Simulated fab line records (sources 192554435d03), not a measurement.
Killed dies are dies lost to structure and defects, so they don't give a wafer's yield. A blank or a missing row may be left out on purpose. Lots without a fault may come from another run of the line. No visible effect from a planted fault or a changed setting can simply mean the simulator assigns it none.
fab line records || flow n5-finfet || part 2 of 2: steps 22 to 29 of 29
record {"lots": 5, "wafers": 15, "last-day": 16}
route steps=1938 shown SD_EPI_N@291 SD_EPI_P@295
lots with no fault: from the same line, run without faults
start-h: hours from the record's first day to the start of the lot's first wafer shown || wait-h: hours since the lot's step before || " unchanged from the row above || L1.1+2: a single row standing in for several wafers || - no value, or no start given || * or withheld: withheld || < > ~ a bound
route shown NAME@n: NAME is a module with steps in the file, n the number in the route of the first one || usual: average and standard deviation across the fault-free wafers || same: alike in all rows || chamber/n: place in a boat || sites: readings site by site || _std_site: their standard deviation || _edge_site: mean of outer sites minus mean of inner sites || radius-mm: for every site, how far away it sits from the centre of the wafer || mask NAME#n: copy n || behind: tool/chamber where the wafer was last shaped || hold: why the lot was held/for how many hours/how that ended || device: the n, p or np transistor that did not switch || end of line: the tests these same wafers got at the end of their route || step lacking rows: just its recipe || killed: the dies lost at the first sort to structure and to defects; this is not the yield of the wafer || map: per-die view of a wafer (x killed, . not killed, _ where there is no die)
set.NAME: the setting as run; set.NAME@STEP: as run at that earlier step || model.NAME: the simulator's own value behind a step, which no gauge read
lots seen at some steps along the route; tables by step, rows by wafer
services: the hour from which a tool's chamber was out of use, counted from the record's first day as start-h (under 0 if before that day), plus the number of hours and why
## steps
# step N5_SD_EPI_P_ETCH_16
# recipe {"chemistry": "CHF3/O2", "target": "SiO2", "target-depth-a": 50, "mask-material": "SOC", "pressure-mtorr": 30, "source-w": 650, "bias-w": 170, "Ar_flow_sccm": 200, "CHF3_flow_sccm": 50, "O2_flow_sccm": 5, "ion-energy-ev": 200}
# usual {"drypump-motor-current-A": "5.51/0.26", "oes-product-au": "0.78/0.08", "rf-vpp-V": "524/12", "showerhead-plenum-p-Torr": "2.42/0.076", "throttle-valve-pct": "18.90/0.28"}
{"lot.wafer": "L074.3", "tool": "rie-diel-06", "chamber": 1, "start-h": 54.84, "wait-h": 0.1, "drypump-motor-current-A": 5.30, "oes-product-au": 0.72, "rf-hours-counter-h": 175, "rf-vpp-V": 532, "showerhead-plenum-p-Torr": 2.38, "throttle-valve-pct": 18.87}
{"lot.wafer": "L074.4", "tool": "rie-diel-06", "chamber": 3, "start-h": 54.84, "wait-h": 0.1, "drypump-motor-current-A": 5.90, "oes-product-au": 0.92, "rf-hours-counter-h": 28, "rf-vpp-V": 530, "showerhead-plenum-p-Torr": 2.58, "throttle-valve-pct": 18.57}
{"lot.wafer": "L074.6", "tool": "rie-diel-06", "chamber": 1, "start-h": 54.84, "wait-h": 0.1, "drypump-motor-current-A": 5.31, "oes-product-au": 0.72, "rf-hours-counter-h": "-", "rf-vpp-V": 530, "showerhead-plenum-p-Torr": 2.38, "throttle-valve-pct": 18.91}
{"lot.wafer": "L082.3", "tool": "rie-diel-02", "chamber": 3, "start-h": 103.56, "wait-h": 0.1, "drypump-motor-current-A": 5.33, "oes-product-au": 0.79, "rf-hours-counter-h": 132, "rf-vpp-V": 519, "showerhead-plenum-p-Torr": 2.31, "throttle-valve-pct": 18.87}
{"lot.wafer": "L082.4", "tool": "rie-diel-02", "chamber": 0, "start-h": 103.56, "wait-h": 0.1, "drypump-motor-current-A": 5.11, "oes-product-au": 0.70, "rf-hours-counter-h": 210, "rf-vpp-V": 537, "showerhead-plenum-p-Torr": 2.48, "throttle-valve-pct": 18.97}
{"lot.wafer": "L082.5", "tool": "rie-diel-02", "chamber": 3, "start-h": 103.56, "wait-h": 0.1, "drypump-motor-current-A": 5.30, "oes-product-au": 0.78, "rf-hours-counter-h": "-", "rf-vpp-V": 520, "showerhead-plenum-p-Torr": 2.31, "throttle-valve-pct": 18.84}
{"lot.wafer": "L084.3", "tool": "rie-diel-06", "chamber": 1, "start-h": 114.36, "wait-h": 0.1, "drypump-motor-current-A": 5.30, "oes-product-au": 0.69, "rf-hours-counter-h": 193, "rf-vpp-V": 531, "showerhead-plenum-p-Torr": 2.38, "throttle-valve-pct": 18.93}
{"lot.wafer": "L084.4", "tool": "rie-diel-06", "chamber": 2, "start-h": 114.36, "wait-h": 0.1, "drypump-motor-current-A": 5.44, "oes-product-au": 0.74, "rf-hours-counter-h": 164, "rf-vpp-V": 505, "showerhead-plenum-p-Torr": 2.49, "throttle-valve-pct": 18.64}
{"lot.wafer": "L084.5", "tool": "rie-diel-06", "chamber": 0, "start-h": 114.36, "wait-h": 0.1, "drypump-motor-current-A": 5.77, "oes-product-au": 0.71, "rf-hours-counter-h": "-", "rf-vpp-V": 515, "showerhead-plenum-p-Torr": 2.41, "throttle-valve-pct": 19.15}
{"lot.wafer": "L088.2", "tool": "rie-diel-06", "chamber": 2, "start-h": 145.91, "wait-h": 0.1, "drypump-motor-current-A": 5.41, "oes-product-au": 0.75, "rf-hours-counter-h": 169, "rf-vpp-V": 504, "showerhead-plenum-p-Torr": 2.49, "throttle-valve-pct": 18.65}
{"lot.wafer": "L088.3", "tool": "rie-diel-06", "chamber": 0, "start-h": 145.91, "wait-h": 0.1, "drypump-motor-current-A": 5.80, "oes-product-au": 0.71, "rf-hours-counter-h": 217, "rf-vpp-V": 514, "showerhead-plenum-p-Torr": 2.40, "throttle-valve-pct": 19.19}
{"lot.wafer": "L088.6", "tool": "rie-diel-06", "chamber": 3, "start-h": 145.91, "wait-h": 0.1, "drypump-motor-current-A": 5.90, "oes-product-au": 0.88, "rf-hours-counter-h": "-", "rf-vpp-V": 531, "showerhead-plenum-p-Torr": 2.57, "throttle-valve-pct": 18.62}
{"lot.wafer": "L092.1", "tool": "rie-diel-06", "chamber": 3, "start-h": 164.96, "wait-h": 0.1, "drypump-motor-current-A": 5.88, "oes-product-au": 0.86, "rf-hours-counter-h": 63, "rf-vpp-V": 530, "showerhead-plenum-p-Torr": 2.57, "throttle-valve-pct": 18.60}
{"lot.wafer": "L092.3", "tool": "rie-diel-06", "chamber": 0, "start-h": 164.96, "wait-h": 0.1, "drypump-motor-current-A": 5.77, "oes-product-au": 0.69, "rf-hours-counter-h": 222, "rf-vpp-V": 515, "showerhead-plenum-p-Torr": 2.40, "throttle-valve-pct": 19.18}
{"lot.wafer": "L092.5", "tool": "rie-diel-06", "chamber": 2, "start-h": 164.96, "wait-h": 0.1, "drypump-motor-current-A": 5.45, "oes-product-au": 0.74, "rf-hours-counter-h": "-", "rf-vpp-V": 503, "showerhead-plenum-p-Torr": 2.49, "throttle-valve-pct": 18.65}
# step N5_SD_EPI_P_STRIP_50
# recipe {"chemistry": "CHF3/O2", "resist": "SiARC", "rf-frequency-hz": 6e+07}
{"lot.wafer": "L074.3+4+6", "tool": "rie-diel-06", "chamber": "1,3,1", "start-h": 54.88, "wait-h": 0.0}
{"lot.wafer": "L082.3+4+5", "tool": "rie-diel-02", "chamber": "3,0,3", "start-h": 103.60, "wait-h": 0.0}
{"lot.wafer": "L084.3+4+5", "tool": "rie-diel-06", "chamber": "1,2,0", "start-h": 114.40, "wait-h": 0.0}
{"lot.wafer": "L088.2+3+6", "tool": "rie-diel-06", "chamber": "2,0,3", "start-h": 145.95, "wait-h": 0.0}
{"lot.wafer": "L092.1+3+5", "tool": "rie-diel-06", "chamber": "3,0,2", "start-h": 165.00, "wait-h": 0.0}
# step N5_SD_EPI_P_SD_RECESS_17
# recipe {"chemistry": "HBr/Cl2/O2", "target-depth-a": 391, "bt-time-s": 3, "pressure-mtorr": 10, "icp-w": 800, "bias-w": 112, "HBr_flow_sccm": 150, "Cl2_flow_sccm": 80, "O2_flow_sccm": 12}
# usual {"drypump-motor-current-A": "5.6/0.48", "mfc-cl2-sccm": "80.03/0.25", "oes-product-au": "1.003/0.014", "throttle-valve-pct": "37.01/0.15"}
{"lot.wafer": "L074.3", "tool": "rie-si-03", "chamber": 1, "start-h": 54.91, "wait-h": 0.0, "drypump-motor-current-A": 6.1, "mfc-cl2-sccm": 80.36, "oes-product-au": 1.006, "rf-hours-counter-h": 152, "throttle-valve-pct": 37.22}
{"lot.wafer": "L074.4", "tool": "rie-si-03", "chamber": 3, "start-h": 54.91, "wait-h": 0.0, "drypump-motor-current-A": 6.6, "mfc-cl2-sccm": 79.95, "oes-product-au": 1.009, "rf-hours-counter-h": 5, "throttle-valve-pct": 37.11}
{"lot.wafer": "L074.6", "tool": "rie-si-03", "chamber": 1, "start-h": 54.91, "wait-h": 0.0, "drypump-motor-current-A": 6.1, "mfc-cl2-sccm": 80.03, "oes-product-au": 1.002, "rf-hours-counter-h": "-", "throttle-valve-pct": 37.25}
{"lot.wafer": "L082.3", "tool": "rie-si-02", "chamber": 0, "start-h": 103.63, "wait-h": 0.0, "drypump-motor-current-A": 5.0, "mfc-cl2-sccm": 79.88, "oes-product-au": 1.016, "rf-hours-counter-h": 73, "throttle-valve-pct": 36.96}
{"lot.wafer": "L082.4", "tool": "rie-si-02", "chamber": 3, "start-h": 103.63, "wait-h": 0.0, "drypump-motor-current-A": 5.2, "mfc-cl2-sccm": 80.11, "oes-product-au": 0.994, "rf-hours-counter-h": 116, "throttle-valve-pct": 37.03}
{"lot.wafer": "L082.5", "tool": "rie-si-02", "chamber": 2, "start-h": 103.63, "wait-h": 0.0, "drypump-motor-current-A": 5.3, "mfc-cl2-sccm": 80.42, "oes-product-au": 0.995, "rf-hours-counter-h": "-", "throttle-valve-pct": 36.95}
{"lot.wafer": "L084.3", "tool": "rie-si-03", "chamber": 1, "start-h": 114.43, "wait-h": 0.0, "drypump-motor-current-A": 6.1, "mfc-cl2-sccm": 80.25, "oes-product-au": 1.018, "rf-hours-counter-h": 153, "throttle-valve-pct": 37.24}
{"lot.wafer": "L084.4", "tool": "rie-si-03", "chamber": 0, "start-h": 114.43, "wait-h": 0.0, "drypump-motor-current-A": 5.5, "mfc-cl2-sccm": 80.11, "oes-product-au": 0.988, "rf-hours-counter-h": 47, "throttle-valve-pct": 37.22}
{"lot.wafer": "L084.5", "tool": "rie-si-03", "chamber": 0, "start-h": 114.43, "wait-h": 0.0, "drypump-motor-current-A": 5.5, "mfc-cl2-sccm": 80.48, "oes-product-au": 0.985, "rf-hours-counter-h": "-", "throttle-valve-pct": 37.21}
{"lot.wafer": "L088.2", "tool": "rie-si-02", "chamber": 1, "start-h": 145.98, "wait-h": 0.0, "drypump-motor-current-A": 6.4, "mfc-cl2-sccm": 79.68, "oes-product-au": 1.023, "rf-hours-counter-h": 180, "throttle-valve-pct": 37.19}
{"lot.wafer": "L088.3", "tool": "rie-si-02", "chamber": 2, "start-h": 145.98, "wait-h": 0.0, "drypump-motor-current-A": 5.4, "mfc-cl2-sccm": 79.49, "oes-product-au": 0.999, "rf-hours-counter-h": 105, "throttle-valve-pct": 36.97}
{"lot.wafer": "L088.6", "tool": "rie-si-02", "chamber": 2, "start-h": 145.98, "wait-h": 0.0, "drypump-motor-current-A": 5.3, "mfc-cl2-sccm": 80.08, "oes-product-au": 1.014, "rf-hours-counter-h": "-", "throttle-valve-pct": 36.94}
{"lot.wafer": "L092.1", "tool": "rie-si-02", "chamber": 3, "start-h": 165.03, "wait-h": 0.0, "drypump-motor-current-A": 5.3, "mfc-cl2-sccm": 79.92, "oes-product-au": 0.995, "rf-hours-counter-h": 117, "throttle-valve-pct": 37.03}
{"lot.wafer": "L092.3", "tool": "rie-si-02", "chamber": 2, "start-h": 165.03, "wait-h": 0.0, "drypump-motor-current-A": 5.4, "mfc-cl2-sccm": 80.49, "oes-product-au": 1.003, "rf-hours-counter-h": 106, "throttle-valve-pct": 36.97}
{"lot.wafer": "L092.5", "tool": "rie-si-02", "chamber": 0, "start-h": 165.03, "wait-h": 0.0, "drypump-motor-current-A": 5.0, "mfc-cl2-sccm": 79.97, "oes-product-au": 1.025, "rf-hours-counter-h": "-", "throttle-valve-pct": 36.96}
# step N5_SD_EPI_P_WET_ETCH_45
# recipe {"chemistry": "dHF", "dilution": "withheld", "time-s": 10.7, "target": "SiO2", "target-depth-a": 20, "temp-c": 25, "dry": "ipa-marangoni", "rinse-time-s": 30, "rinse-temp-c": 23}
# usual {"temp-c": "24.99/0.11"}
{"lot.wafer": "L074.3", "tool": "wet-bench-01", "chamber": 7, "start-h": 55.01, "wait-h": 0.1, "temp-c": 24.90}
{"lot.wafer": "L074.4", "tool": "wet-bench-01", "chamber": 5, "start-h": 55.01, "wait-h": 0.1, "temp-c": 24.95}
{"lot.wafer": "L074.6", "tool": "wet-bench-01", "chamber": 3, "start-h": 55.01, "wait-h": 0.1, "temp-c": 25.07}
{"lot.wafer": "L082.3", "tool": "wet-bench-01", "chamber": 4, "start-h": 103.72, "wait-h": 0.1, "temp-c": 25.08}
{"lot.wafer": "L082.4", "tool": "wet-bench-01", "chamber": 2, "start-h": 103.72, "wait-h": 0.1, "temp-c": 24.98}
{"lot.wafer": "L082.5", "tool": "wet-bench-01", "chamber": 5, "start-h": 103.72, "wait-h": 0.1, "temp-c": 25.08}
{"lot.wafer": "L084.3", "tool": "wet-bench-06", "chamber": 7, "start-h": 114.52, "wait-h": 0.1, "temp-c": 24.86}
{"lot.wafer": "L084.4", "tool": "wet-bench-06", "chamber": 4, "start-h": 114.52, "wait-h": 0.1, "temp-c": 24.88}
{"lot.wafer": "L084.5", "tool": "wet-bench-06", "chamber": 2, "start-h": 114.52, "wait-h": 0.1, "temp-c": 25.04}
{"lot.wafer": "L088.2", "tool": "wet-bench-02", "chamber": 1, "start-h": 146.07, "wait-h": 0.1, "temp-c": 24.97}
{"lot.wafer": "L088.3", "tool": "wet-bench-02", "chamber": 6, "start-h": 146.07, "wait-h": 0.1, "temp-c": 24.89}
{"lot.wafer": "L088.6", "tool": "wet-bench-02", "chamber": 3, "start-h": 146.07, "wait-h": 0.1, "temp-c": 24.91}
{"lot.wafer": "L092.1", "tool": "wet-bench-01", "chamber": 2, "start-h": 165.13, "wait-h": 0.1, "temp-c": 25.11}
{"lot.wafer": "L092.3", "tool": "wet-bench-01", "chamber": 0, "start-h": 165.13, "wait-h": 0.1, "temp-c": 24.94}
{"lot.wafer": "L092.5", "tool": "wet-bench-01", "chamber": 4, "start-h": 165.13, "wait-h": 0.1, "temp-c": 24.98}
# step N5_SD_EPI_P_STRIP_40
# recipe {"chemistry": "N2/H2", "power-w": 1000, "temp-c": 250, "h2-frac": 0.65, "overash-fraction": 0.3, "pressure-mtorr": "withheld", "n2-flow-sccm": 1750, "h2-flow-sccm": 3250}
# usual {"drypump-motor-current-A": "5.7/0.61", "heater-power-w": "318/28", "oes-product-au": "0.760/0.01", "temp-c": "250.03/0.23"}
{"lot.wafer": "L074.3", "tool": "plasma-asher-01", "chamber": 0, "start-h": 55.08, "wait-h": 0.0, "drypump-motor-current-A": 5.3, "heater-power-w": 275, "oes-product-au": 0.782, "rf-hours-counter-h": "-", "temp-c": 249.82}
{"lot.wafer": "L074.4", "tool": "plasma-asher-01", "chamber": 1, "start-h": 55.08, "wait-h": 0.0, "drypump-motor-current-A": 5.8, "heater-power-w": 356, "oes-product-au": 0.755, "rf-hours-counter-h": "-", "temp-c": 249.89}
{"lot.wafer": "L074.6", "tool": "plasma-asher-01", "chamber": 0, "start-h": 55.08, "wait-h": 0.0, "drypump-motor-current-A": 5.2, "heater-power-w": 277, "oes-product-au": 0.761, "rf-hours-counter-h": "-", "temp-c": 250.57}
{"lot.wafer": "L082.3", "tool": "plasma-asher-02", "chamber": 1, "start-h": 103.79, "wait-h": 0.0, "drypump-motor-current-A": 5.2, "heater-power-w": 314, "oes-product-au": 0.765, "rf-hours-counter-h": "-", "temp-c": 250.22}
{"lot.wafer": "L082.4", "tool": "plasma-asher-02", "chamber": 0, "start-h": 103.79, "wait-h": 0.0, "drypump-motor-current-A": 6.7, "heater-power-w": 328, "oes-product-au": 0.772, "rf-hours-counter-h": "-", "temp-c": 250.18}
{"lot.wafer": "L082.5", "tool": "plasma-asher-02", "chamber": 1, "start-h": 103.79, "wait-h": 0.0, "drypump-motor-current-A": 5.2, "heater-power-w": 307, "oes-product-au": 0.754, "rf-hours-counter-h": "-", "temp-c": 249.90}
{"lot.wafer": "L084.3", "tool": "plasma-asher-02", "chamber": 0, "start-h": 114.59, "wait-h": 0.0, "drypump-motor-current-A": 6.7, "heater-power-w": 328, "oes-product-au": 0.765, "rf-hours-counter-h": "-", "temp-c": 249.94}
{"lot.wafer": "L084.4", "tool": "plasma-asher-02", "chamber": 1, "start-h": 114.59, "wait-h": 0.0, "drypump-motor-current-A": 5.2, "heater-power-w": 313, "oes-product-au": 0.777, "rf-hours-counter-h": "-", "temp-c": 250.08}
{"lot.wafer": "L084.5", "tool": "plasma-asher-02", "chamber": 0, "start-h": 114.59, "wait-h": 0.0, "drypump-motor-current-A": 6.7, "heater-power-w": 335, "oes-product-au": 0.781, "rf-hours-counter-h": "-", "temp-c": 250.16}
{"lot.wafer": "L088.2", "tool": "plasma-asher-02", "chamber": 1, "start-h": 146.12, "wait-h": 0.0, "drypump-motor-current-A": 5.2, "heater-power-w": 315, "oes-product-au": 0.771, "rf-hours-counter-h": 99, "temp-c": 249.80}
{"lot.wafer": "L088.3", "tool": "plasma-asher-02", "chamber": 0, "start-h": 146.12, "wait-h": 0.0, "drypump-motor-current-A": 6.7, "heater-power-w": 331, "oes-product-au": 0.743, "rf-hours-counter-h": "-", "temp-c": 249.98}
{"lot.wafer": "L088.6", "tool": "plasma-asher-02", "chamber": 0, "start-h": 146.12, "wait-h": 0.0, "drypump-motor-current-A": 6.7, "heater-power-w": 321, "oes-product-au": 0.758, "rf-hours-counter-h": "-", "temp-c": 249.98}
{"lot.wafer": "L092.1", "tool": "plasma-asher-02", "chamber": 0, "start-h": 165.18, "wait-h": 0.0, "drypump-motor-current-A": 6.7, "heater-power-w": 323, "oes-product-au": 0.757, "rf-hours-counter-h": 103, "temp-c": 250.18}
{"lot.wafer": "L092.3", "tool": "plasma-asher-02", "chamber": 0, "start-h": 165.18, "wait-h": 0.0, "drypump-motor-current-A": 6.7, "heater-power-w": 332, "oes-product-au": 0.757, "rf-hours-counter-h": "-", "temp-c": 249.83}
{"lot.wafer": "L092.5", "tool": "plasma-asher-02", "chamber": 1, "start-h": 165.18, "wait-h": 0.0, "drypump-motor-current-A": 5.2, "heater-power-w": 319, "oes-product-au": 0.749, "rf-hours-counter-h": "-", "temp-c": 249.85}
# step N5_SD_EPI_P_PRECLEAN_52
# recipe {"chemistry": "O3/DIW", "time-s": 60, "temp-c": 22, "o3-ppm": 10}
# usual {"o3-ppm": "10.00/0.091", "temp-c": "22.00/0.1"}
{"lot.wafer": "L074.3", "tool": "wet-bench-02", "chamber": 1, "start-h": 55.14, "wait-h": "-", "o3-ppm": 9.91, "temp-c": 22.01}
{"lot.wafer": "L074.4", "tool": "wet-bench-02", "chamber": 0, "start-h": 55.14, "wait-h": "-", "o3-ppm": 9.98, "temp-c": 21.89}
{"lot.wafer": "L074.6", "tool": "wet-bench-02", "chamber": 3, "start-h": 55.14, "wait-h": "-", "o3-ppm": 10.06, "temp-c": 21.84}
{"lot.wafer": "L082.3", "tool": "wet-bench-02", "chamber": 2, "start-h": 103.86, "wait-h": "-", "o3-ppm": 10.02, "temp-c": 21.87}
{"lot.wafer": "L082.4", "tool": "wet-bench-02", "chamber": 0, "start-h": 103.86, "wait-h": "-", "o3-ppm": 10.04, "temp-c": 22.03}
{"lot.wafer": "L082.5", "tool": "wet-bench-02", "chamber": 7, "start-h": 103.86, "wait-h": "-", "o3-ppm": 10.11, "temp-c": 21.86}
{"lot.wafer": "L084.3", "tool": "wet-bench-01", "chamber": 2, "start-h": 114.66, "wait-h": "-", "o3-ppm": 10.05, "temp-c": 21.85}
{"lot.wafer": "L084.4", "tool": "wet-bench-01", "chamber": 7, "start-h": 114.66, "wait-h": "-", "o3-ppm": 10.11, "temp-c": 22.28}
{"lot.wafer": "L084.5", "tool": "wet-bench-01", "chamber": 5, "start-h": 114.66, "wait-h": "-", "o3-ppm": 9.85, "temp-c": 22.16}
{"lot.wafer": "L088.2", "tool": "wet-bench-01", "chamber": 1, "start-h": 146.21, "wait-h": "-", "o3-ppm": 9.93, "temp-c": 21.91}
{"lot.wafer": "L088.3", "tool": "wet-bench-01", "chamber": 7, "start-h": 146.21, "wait-h": "-", "o3-ppm": 10.07, "temp-c": 22.10}
{"lot.wafer": "L088.6", "tool": "wet-bench-01", "chamber": 0, "start-h": 146.21, "wait-h": "-", "o3-ppm": 10.02, "temp-c": 21.97}
{"lot.wafer": "L092.1", "tool": "wet-bench-06", "chamber": 1, "start-h": 165.27, "wait-h": "-", "o3-ppm": 9.97, "temp-c": 22.10}
{"lot.wafer": "L092.3", "tool": "wet-bench-06", "chamber": 7, "start-h": 165.27, "wait-h": "-", "o3-ppm": 9.98, "temp-c": 22.05}
{"lot.wafer": "L092.5", "tool": "wet-bench-06", "chamber": 0, "start-h": 165.27, "wait-h": "-", "o3-ppm": 10.12, "temp-c": 22.06}
# step N5_SD_EPI_P_SRD_20
# recipe {"dry": "ipa-marangoni", "do-ppb": 5, "time-s": 30, "temp-c": 23, "rinse-liquid": "diw"}
# usual {"temp-c": "23.00/0.11"}
{"lot.wafer": "L074.3", "tool": "wet-bench-02", "chamber": 1, "start-h": 55.16, "wait-h": 0.0, "temp-c": 23.14}
{"lot.wafer": "L074.4", "tool": "wet-bench-02", "chamber": 0, "start-h": 55.16, "wait-h": 0.0, "temp-c": 23.18}
{"lot.wafer": "L074.6", "tool": "wet-bench-02", "chamber": 3, "start-h": 55.16, "wait-h": 0.0, "temp-c": 23.04}
{"lot.wafer": "L082.3", "tool": "wet-bench-02", "chamber": 2, "start-h": 103.88, "wait-h": 0.0, "temp-c": 23.12}
{"lot.wafer": "L082.4", "tool": "wet-bench-02", "chamber": 0, "start-h": 103.88, "wait-h": 0.0, "temp-c": 23.15}
{"lot.wafer": "L082.5", "tool": "wet-bench-02", "chamber": 7, "start-h": 103.88, "wait-h": 0.0, "temp-c": 23.01}
{"lot.wafer": "L084.3", "tool": "wet-bench-01", "chamber": 2, "start-h": 114.68, "wait-h": 0.0, "temp-c": 22.98}
{"lot.wafer": "L084.4", "tool": "wet-bench-01", "chamber": 7, "start-h": 114.68, "wait-h": 0.0, "temp-c": 22.92}
{"lot.wafer": "L084.5", "tool": "wet-bench-01", "chamber": 5, "start-h": 114.68, "wait-h": 0.0, "temp-c": 22.90}
{"lot.wafer": "L088.2", "tool": "wet-bench-01", "chamber": 1, "start-h": 146.25, "wait-h": 0.0, "temp-c": 23.09}
{"lot.wafer": "L088.3", "tool": "wet-bench-01", "chamber": 7, "start-h": 146.25, "wait-h": 0.0, "temp-c": 22.93}
{"lot.wafer": "L088.6", "tool": "wet-bench-01", "chamber": 0, "start-h": 146.25, "wait-h": 0.0, "temp-c": 22.94}
{"lot.wafer": "L092.1", "tool": "wet-bench-06", "chamber": 1, "start-h": 165.29, "wait-h": 0.0, "temp-c": 22.98}
{"lot.wafer": "L092.3", "tool": "wet-bench-06", "chamber": 7, "start-h": 165.29, "wait-h": 0.0, "temp-c": 23.02}
{"lot.wafer": "L092.5", "tool": "wet-bench-06", "chamber": 0, "start-h": 165.29, "wait-h": 0.0, "temp-c": 22.99}
# step N5_SD_EPI_P_PRECLEAN_51
# recipe {"chemistry": "NF3:NH3", "afs-cycles": 1, "temp-c": 30, "time-s": 20, "sublimation-temp-c": 180, "sublimation-time-s": 60, "pressure-torr": 3, "rf-power-w": 30}
# same {"sublimation-time-s": 60}
{"lot.wafer": "L074.3+4+6", "tool": "epi-rpcvd-04", "chamber": 0, "start-h": 55.29, "wait-h": 0.1}
{"lot.wafer": "L082.3+4+5", "tool": "epi-rpcvd-04", "chamber": 0, "start-h": 103.99, "wait-h": 0.1}
{"lot.wafer": "L084.3+4+5", "tool": "epi-rpcvd-04", "chamber": 0, "start-h": 114.79, "wait-h": 0.1}
{"lot.wafer": "L088.2+3+6", "tool": "epi-rpcvd-03", "chamber": 0, "start-h": 146.41, "wait-h": 0.1}
{"lot.wafer": "L092.1+3+5", "tool": "epi-rpcvd-02", "chamber": 0, "start-h": 165.34, "wait-h": 0.0}
## services
{"tool": "wet-bench-01", "chamber": "-", "start-h": 29.64, "hours": 0.9, "kind": "repair"}
{"tool": "arfi-scanner-01", "chamber": "-", "start-h": 36.57, "hours": 1.3, "kind": "pm"}
{"tool": "arfi-scanner-02", "chamber": "-", "start-h": 42.05, "hours": 0.8, "kind": "pm"}
{"tool": "ald-sin-04", "chamber": 1, "start-h": 44.29, "hours": 13.1, "kind": "repair"}
{"tool": "ald-sin-02", "chamber": 0, "start-h": 52.12, "hours": 9.3, "kind": "repair"}
{"tool": "arfi-scanner-02", "chamber": "-", "start-h": 58.00, "hours": 3.8, "kind": "repair"}
{"tool": "rie-si-02", "chamber": 2, "start-h": 59.43, "hours": 29.7, "kind": "repair"}
{"tool": "arfi-scanner-02", "chamber": "-", "start-h": 69.04, "hours": 3.1, "kind": "pm"}
{"tool": "plasma-asher-02", "chamber": "-", "start-h": 78.45, "hours": 1.9, "kind": "repair"}
{"tool": "rie-si-02", "chamber": "-", "start-h": 79.32, "hours": 2.8, "kind": "pm"}
{"tool": "arfi-scanner-01", "chamber": "-", "start-h": 79.49, "hours": 1.0, "kind": "pm"}
{"tool": "ald-sin-04", "chamber": "-", "start-h": 80.53, "hours": 2.8, "kind": "pm"}
{"tool": "arfi-scanner-01", "chamber": "-", "start-h": 81.32, "hours": 1.0, "kind": "pm"}
{"tool": "arfi-scanner-01", "chamber": "-", "start-h": 83.15, "hours": 0.2, "kind": "repair"}
{"tool": "arfi-scanner-01", "chamber": "-", "start-h": 102.31, "hours": 17.3, "kind": "pm"}
{"tool": "arfi-scanner-02", "chamber": "-", "start-h": 108.73, "hours": 1.3, "kind": "pm"}
{"tool": "arfi-scanner-01", "chamber": "-", "start-h": 119.64, "hours": 0.8, "kind": "pm"}
{"tool": "rie-diel-06", "chamber": 2, "start-h": 125.43, "hours": 12.1, "kind": "repair"}
{"tool": "rie-si-03", "chamber": 3, "start-h": 142.38, "hours": 10.6, "kind": "repair"}
{"tool": "rie-diel-02", "chamber": 3, "start-h": 142.67, "hours": 1.8, "kind": "repair"}
{"tool": "arfi-scanner-02", "chamber": "-", "start-h": 142.95, "hours": 2.5, "kind": "repair"}
{"tool": "ald-sin-04", "chamber": "-", "start-h": 147.83, "hours": 1.5, "kind": "repair"}
{"tool": "arfi-scanner-01", "chamber": "-", "start-h": 156.46, "hours": 1.2, "kind": "repair"}
{"tool": "rie-si-02", "chamber": 1, "start-h": 164.90, "hours": 16.7, "kind": "repair"}
